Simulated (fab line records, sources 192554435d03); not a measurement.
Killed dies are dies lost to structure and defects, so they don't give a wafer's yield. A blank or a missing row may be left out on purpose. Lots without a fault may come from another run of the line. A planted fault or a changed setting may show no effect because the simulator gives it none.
fab line records | flow n5_finfet
record lots=7 wafers=19 last_day=18
route steps=1938 shown BEOL_M4@1071
lots that met no fault: from a run of the same line without faults
start_h: hours from the record's first day to the start of the lot's first wafer shown | wait_h: hours since the lot's step before | " the same as in the row above | L1.1+2: a row that stands for several wafers | - no value, or no start given | * or withheld: withheld | < > ~ a bound
route shown NAME@n: a module of which the file shows steps, and the number in the route of the first | usual: mean/standard deviation of fault-free wafers | same: alike in all rows | chamber/n: place in a boat | sites: the reading at each site | _std_site: their standard deviation | _edge_site: outer sites' mean less inner sites' | radius_mm: how far each site lies from the wafer's centre | mask NAME#n: copy n | behind: the tool/chamber that last shaped the wafer | hold: why the lot was held/for how many hours/how that ended | device: the transistor (n, p or np) that didn't switch | end of line: the same wafers' tests at the end of the route | a step without rows: its recipe alone | killed: dies lost to structure and defects at the first sort, not the wafer's yield | map: a wafer's dies, x killed, . not, _ none there
set.NAME: the setting as run; set.NAME@STEP: as run at that earlier step | model.NAME: the simulator's own value behind a step, which no gauge read
lots at some steps of the route; a table a step, a row a wafer
services: from which hour (start_h, from the record's first day; less than 0 if before it) a tool's chamber was out of use, for how many hours, and why
## steps
# step N5_BEOL_M4_ETCH_41
# recipe chemistry=CH3F/O2 target=SiCN target_depth_a=299 taper_deg=2 time_s=52.5 ion_energy_ev=120 mask_material=TiN pressure_mtorr=30 source_w=395 bias_w=75 Ar_flow_sccm=150 CH3F_flow_sccm=30 O2_flow_sccm=20
# step N5_BEOL_M4_STRIP_97
# recipe chemistry=N2/H2 time_s=10 power_w=450 temp_c=40 pressure_mtorr=20 rf_frequency_hz=6e+07 bias_power_w=7 n2_flow_sccm=200 h2_flow_sccm=200
# usual chamber_pressure_mTorr=19.996/0.019 drypump_motor_current_A=5.9/0.32 oes_product_au=0.78/0.072 rf_vpp_V=59.0/0.79 showerhead_plenum_p_Torr=2.49/0.073 throttle_valve_pct=23.65/0.24
# columns lot.wafer tool chamber start_h wait_h chamber_pressure_mTorr drypump_motor_current_A oes_product_au rf_hours_counter_h rf_vpp_V showerhead_plenum_p_Torr throttle_valve_pct
L121.2 rie_diel-04 0 - - 19.967 5.5 0.85 80 59.0 2.46 23.29
L121.3 " 3 " " 19.987 5.7 0.83 46 59.0 2.68 23.62
L121.4 " 2 " " 20.005 5.6 0.74 186 59.3 2.62 23.91
L123.1 rie_diel-01 3 - - 19.996 5.7 0.78 127 57.9 2.44 23.86
L123.5 " 1 " " 20.006 5.9 0.67 - 58.5 2.51 23.56
L123.6 " 0 " " 19.966 6.0 0.81 - 59.1 2.45 23.47
L130.2 rie_diel-01 2 - - 19.967 6.2 0.69 238 57.7 2.50 23.66
L130.3 " 0 " " 20.010 6.1 0.79 129 59.0 2.44 23.51
L132.3 rie_diel-03 1 - - 19.993 6.4 0.88 43 59.4 2.48 23.30
L132.5 " 3 " " 19.940 6.0 0.73 - 58.3 2.42 24.12
L134.4 rie_diel-01 2 - - 20.019 6.2 0.68 244 59.6 2.50 23.67
L134.5 " 2 " " 20.023 6.2 0.68 - 57.7 2.50 23.67
L134.6 " 3 " " 19.995 5.7 0.74 - 56.7 2.43 23.93
L135.2 rie_diel-03 2 - - 19.982 5.5 0.73 180 58.9 2.64 23.87
L135.3 " 1 " " 19.978 6.4 0.86 48 59.2 2.48 23.30
L135.5 " 3 " " 20.006 6.0 0.72 - 59.8 2.42 24.14
L141.2 rie_diel-03 0 - - 20.005 5.1 0.85 51 58.0 2.48 23.60
L141.3 " 1 " " 20.004 6.3 0.85 61 59.6 2.48 23.33
L141.5 " 1 " " 19.990 6.3 0.85 - 60.0 2.48 23.32
# step N5_BEOL_M4_OCD_MEAS_38
# usual trench_depth_nm=55.5/0.92
# columns lot.wafer tool chamber start_h wait_h trench_depth_nm
L121.2 ocd-01 - 196.41 - 56.4
L121.3 " - " " 55.1
L121.4 " - " " 54.8
L123.1 ocd-02 - 201.56 - 56.4
L123.5 " - " " 55.5
L123.6 " - " " 55.5
L130.2 ocd-01 - 256.71 - 54.2
L130.3 " - " " 54.7
L132.3 ocd-01 - 266.48 - 56.2
L132.5 " - " " 55.3
L134.4 ocd-02 - 273.73 - 53.0
L134.5 " - " " 54.2
L134.6 " - " " 57.0
L135.2 ocd-02 - 283.28 - 55.2
L135.3 " - " " 55.6
L135.5 " - " " 54.5
L141.2 ocd-01 - 316.51 - 56.1
L141.3 " - " " 55.0
L141.5 " - " " 55.9
# step N5_BEOL_M4_HM_STRIP_39
# recipe chemistry=peroxide_tin_strip material=TiN target_depth_a=250 temp_c=50 time_s=158
# step N5_BEOL_M4_SRD_40
# recipe time_s=30 temp_c=23 rinse_liquid=diw dry=ipa_marangoni
# step N5_BEOL_M4_PRECLEAN_42
# recipe chemistry=residue_remover time_s=60 temp_c=40
# step N5_BEOL_M4_SRD_43
# recipe time_s=30 temp_c=23 rinse_liquid=diw dry=ipa_marangoni
# step N5_BEOL_M4_CD_MEAS_35
# recipe target_cd_nm=18 target_cd_y_nm=22.4 polarity=opening
# usual cd_nm=18.0/0.3
# columns lot.wafer tool chamber start_h wait_h cd_nm
L121.2 cd_sem-03 - 196.56 0.0 17.9
L121.3 " - " " 17.5
L121.4 " - " " 17.9
L123.1 cd_sem-03 - 201.72 0.0 17.5
L123.5 " - " " 18.0
L123.6 " - " " 17.6
L130.2 cd_sem-03 - 256.87 0.0 17.9
L130.3 " - " " 18.5
L132.3 cd_sem-02 - 266.63 0.0 17.6
L132.5 " - " " 17.7
L134.4 cd_sem-03 - 273.89 0.0 17.3
L134.5 " - " " 17.9
L134.6 " - " " 17.9
L135.2 cd_sem-03 - 283.43 0.0 18.2
L135.3 " - " " 17.4
L135.5 " - " " 17.5
L141.2 cd_sem-03 - 316.67 0.0 18.0
L141.3 " - " " 17.8
L141.5 " - " " 18.1
# step N5_BEOL_M4_DEGAS_44
# recipe ambient=vacuum temp_c=250 time_s=60
# usual heater_power_w=332/37
# columns lot.wafer tool chamber start_h wait_h heater_power_w
L121.2 pvd_sputter-01 - 196.60 0.0 246
L121.3 " - " " 380
L121.4 " - " " 289
L123.1 pvd_sputter-03 - 202.41 0.7 337
L123.5 " - " " 332
L123.6 " - " " 343
L130.2 pvd_sputter-02 - 256.94 0.1 316
L130.3 " - " " 362
L132.3 pvd_sputter-03 - 267.20 0.6 355
L132.5 " - " " 330
L134.4 pvd_sputter-03 - 274.20 0.3 349
L134.5 " - " " 347
L134.6 " - " " 364
L135.2 pvd_sputter-02 - 283.72 0.3 288
L135.3 " - " " 302
L135.5 " - " " 295
L141.2 pvd_sputter-03 - 316.77 0.1 332
L141.3 " - " " 321
L141.5 " - " " 341
# step N5_BEOL_M4_PRE_CLEAN_45
# recipe gas=H2/He time_s=30 temp_c=250
# usual heater_power_w=332/37
# columns lot.wafer tool chamber start_h wait_h heater_power_w
L121.2 pvd_sputter-01 - 196.64 0.0 253
L121.3 " - " " 380
L121.4 " - " " 288
L123.1 pvd_sputter-03 - 202.45 0.0 334
L123.5 " - " " 333
L123.6 " - " " 343
L130.2 pvd_sputter-02 - 256.98 0.0 321
L130.3 " - " " 365
L132.3 pvd_sputter-03 - 267.24 0.0 351
L132.5 " - " " 331
L134.4 pvd_sputter-03 - 274.24 0.0 343
L134.5 " - " " 350
L134.6 " - " " 363
L135.2 pvd_sputter-02 - 283.76 0.0 285
L135.3 " - " " 307
L135.5 " - " " 285
L141.2 pvd_sputter-03 - 316.81 0.0 338
L141.3 " - " " 330
L141.5 " - " " 346
# step N5_BEOL_M4_ALD_84
# recipe material=TaN target_thk_a=* temp_c=275 ald_precursor_family=PDMAT ald_co_reactant=NH3 pressure_torr=3 carrier_flow_sccm=1500 pulse_time_s=2 purge_time_s=3 co_reactant_purge_time_s=2 co_reactant_pulse_time_s=3 ald_cycles=30 precursor_vessel_temp_c=75 precursor_vessel_pressure_torr=26.25 precursor_vessel_carrier_sccm=1000
# usual heater_power_outer_w=241/33 heater_power_w=425/49 precursor_vessel_pressure_torr=26.25/0.054
# columns lot.wafer tool chamber start_h wait_h heater_power_outer_w heater_power_w precursor_vessel_pressure_torr
L121.2 ald_metal-01 2 196.80 0.1 253 468 26.26
L121.3 " 1 " " 294 516 26.20
L121.4 " 3 " " 306 483 26.25
L123.1 ald_metal-01 1 202.54 0.1 296 525 26.25
L123.5 " 3 " " 311 484 26.20
L123.6 " 2 " " 253 491 26.22
L130.2 ald_metal-01 1 257.20 0.2 295 516 26.27
L130.3 " 0 " " 213 391 26.25
L132.3 ald_metal-01 3 267.32 0.1 320 491 26.29
L132.5 " 1 " " 297 507 26.20
L134.4 ald_metal-01 1 274.32 0.1 291 521 26.15
L134.5 " 0 " " 229 420 26.32
L134.6 " 1 " " 288 518 26.16
L135.2 ald_metal-04 1 283.83 0.1 261 470 26.20
L135.3 " 0 " " 208 381 26.34
L135.5 " 3 " " 237 409 26.21
L141.2 ald_metal-02 0 316.88 0.0 211 390 26.26
L141.3 " 1 " " 235 411 26.21
L141.5 " 0 " " 203 388 26.22
# step N5_BEOL_M4_SURFACE_TREAT_85
# recipe gas=Ar time_s=* ion_energy_ev=* ion_current_ma_cm2=0.5 pressure_mtorr=* ar_flow_sccm=30
# step N5_BEOL_M4_CVD_47
# recipe material=Co target_thk_a=30 temp_c=withheld precursor=CCTBA/H2 pressure_torr=30 time_s=223.8
# usual run_length_s=246.6/0.59
# columns lot.wafer tool chamber start_h wait_h run_length_s
L121.2 cvd_co-01 1 197.14 0.0 245.7
L121.3 " 2 " " 247.1
L121.4 " 0 " " 246.6
L123.1 cvd_co-02 1 203.08 0.3 247.0
L123.5 " 2 " " 247.5
L123.6 " 0 " " 246.0
L130.2 cvd_co-02 2 257.60 0.1 174.0
L130.3 " 1 " " 246.7
L132.3 cvd_co-02 2 267.66 0.0 246.9
L132.5 " 0 " " 173.1
L134.4 cvd_co-02 1 274.86 0.2 247.6
L134.5 " 0 " " 172.3
L134.6 " 2 " " 246.9
L135.2 cvd_co-01 1 284.17 0.0 246.3
L135.3 " 0 " " 245.9
L135.5 " 1 " " 245.9
L141.2 cvd_co-01 1 317.35 0.2 246.0
L141.3 " 2 " " 247.1
L141.5 " 0 " " 246.6
# step N5_BEOL_M4_SPUTTER_48
# recipe material=Cu target_thk_a=45 temp_c=-20 chamber_pressure_pa=0.07 power_w=withheld time_s=8.29
# usual substrate_temp_c=-19.99/0.099 throttle_valve_pct=30.1/0.97
# columns lot.wafer tool chamber start_h wait_h substrate_temp_c throttle_valve_pct
L121.2 pvd_sputter-02 - 197.30 0.1 -19.99 29.4
L121.3 " - " " -19.85 28.5
L121.4 " - " " -20.10 30.8
L123.1 pvd_sputter-02 - 205.21 2.1 -19.93 31.1
L123.5 " - " " -19.91 29.6
L123.6 " - " " -20.02 31.0
L130.2 pvd_sputter-02 - 257.82 0.2 -19.85 29.6
L130.3 " - " " -20.03 30.9
L132.3 pvd_sputter-03 - 267.88 0.2 -20.17 31.3
L132.5 " - " " -19.99 29.9
L134.4 pvd_sputter-02 - 275.02 0.1 -19.87 28.4
L134.5 " - " " -19.96 28.4
L134.6 " - " " -20.08 30.5
L135.2 pvd_sputter-02 - 284.38 0.1 -20.05 31.2
L135.3 " - " " -19.98 30.7
L135.5 " - " " -20.02 29.5
L141.2 pvd_sputter-02 - 317.51 0.1 -19.91 30.6
L141.3 " - " " -19.86 31.3
L141.5 " - " " -19.90 30.5
# step N5_BEOL_M4_RC_MEAS_101
# usual DIBL_N=36.3/1.6 DIBL_P=36.5/1.6 IOFF_N=0.163/0.026 IOFF_P=0.22/0.033 ION_N=676/9.9 ION_P=464/6.5 SS_N=71.5/0.5 SS_P=73.3/0.64 VT_N=249.3/2.9 VT_P=-250/3.2
# columns lot.wafer tool chamber start_h wait_h DIBL_N[mV/V] DIBL_P[mV/V] IOFF_N[nA/um] IOFF_P[nA/um] ION_N[uA/um] ION_P[uA/um] SS_N[mV/dec] SS_P[mV/dec] VT_N[mV] VT_P[mV]
L121.2 prober-01 0 200.31 0.2 35.0 36.0 0.166 0.20 675 458 71.8 73.5 250.1 -250
L121.3 " 0 " " 34.6 35.3 0.157 0.18 672 459 72.0 73.3 249.7 -251
L121.4 " 0 " " 35.8 37.9 0.195 0.22 692 466 72.3 73.9 245.3 -250
L123.1 prober-02 0 208.22 0.0 37.1 37.4 0.178 0.20 679 458 71.6 73.9 247.0 -252
L123.5 " 0 " " 37.9 39.1 0.196 0.24 676 460 71.7 74.7 245.6 -249
L123.6 " 0 " " 36.3 37.2 0.171 0.20 684 464 72.0 73.7 247.7 -253
L130.2 prober-01 0 260.99 0.2 35.4 34.1 0.133 0.18 672 458 71.2 73.2 250.0 -254
L130.3 " 0 " " 36.5 35.3 0.158 0.20 678 459 70.6 72.9 247.9 -253
L132.3 prober-02 0 271.06 0.3 38.8 38.6 0.221 0.25 688 465 72.2 73.3 246.4 -249
L132.5 " 0 " " 37.1 36.6 0.181 0.21 685 461 71.1 73.8 247.4 -251
L134.4 prober-01 0 278.34 0.5 34.5 34.6 0.126 0.15 669 450 71.8 72.4 254.9 -256
L134.5 " 0 " " 34.4 35.4 0.129 0.17 671 460 72.1 73.2 253.3 -259
L134.6 " 0 " " 35.0 34.7 0.134 0.15 666 445 71.4 72.9 252.5 -257
L135.2 prober-01 0 287.39 0.2 38.8 38.5 0.192 0.26 680 466 71.7 73.6 248.1 -248
L135.3 " 0 " " 38.7 38.9 0.184 0.25 670 465 72.1 73.6 247.4 -249
L135.5 " 0 " " 38.1 38.0 0.178 0.23 683 469 71.0 74.0 248.4 -249
L141.2 prober-01 0 320.63 0.2 36.4 35.6 0.161 0.23 686 466 72.0 73.8 247.9 -248
L141.3 " 0 " " 36.5 35.7 0.180 0.24 687 467 71.3 73.3 248.0 -247
L141.5 " 0 " " 37.7 36.8 0.195 0.25 691 467 72.5 74.8 244.9 -246
## services
# columns tool chamber start_h hours kind
ald_metal-04 - 190.79 0.3 repair
cvd_co-01 - 201.25 2.8 pm
rie_diel-01 1 203.47 7.2 repair
rie_diel-04 1 209.09 6.8 repair
rie_diel-03 2 212.85 15.3 repair
rie_diel-04 - 240.08 14.6 pm
cvd_co-02 0 240.22 3.9 repair
rie_diel-01 1 244.09 - clean
rie_diel-01 1 244.09 - consumable_replace:focus_ring
rie_diel-01 1 244.09 13.9 scheduled_down
rie_diel-01 1 244.09 13.9 vent_cycle
cvd_co-01 - 263.83 0.6 repair
ald_metal-02 0 267.52 25.1 repair
pvd_sputter-03 - 271.86 1.3 repair
rie_diel-01 2 290.57 - clean
rie_diel-01 2 290.57 - consumable_replace:focus_ring
rie_diel-01 2 290.57 21.6 scheduled_down
rie_diel-01 2 290.57 21.6 vent_cycle
ald_metal-04 - 299.33 2.0 repair
cvd_co-01 - 301.80 14.6 pm
ald_metal-01 2 304.44 2.0 repair
ald_metal-02 - 305.80 8.7 pm
ald_metal-04 1 317.24 30.8 repair
## key
first_sign step=N5_BEOL_M4_CVD_47 reading=run_length_s direction=down sigmas=99+ usual=* struck=*
effect none on later readings
met_at N5_BEOL_M4_CVD_47
struck_wafers L130.2,L132.5,L134.5
onset_between 203.08 257.60
fault kind=process_parameter_drift tool=cvd_co-02 chamber=- onset_h=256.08 steps=N5_BEOL_M4_CVD_47 channel=time_s offset=* shape=step end_h=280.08 scope=struck_wafers_only acts_in=* stated=*
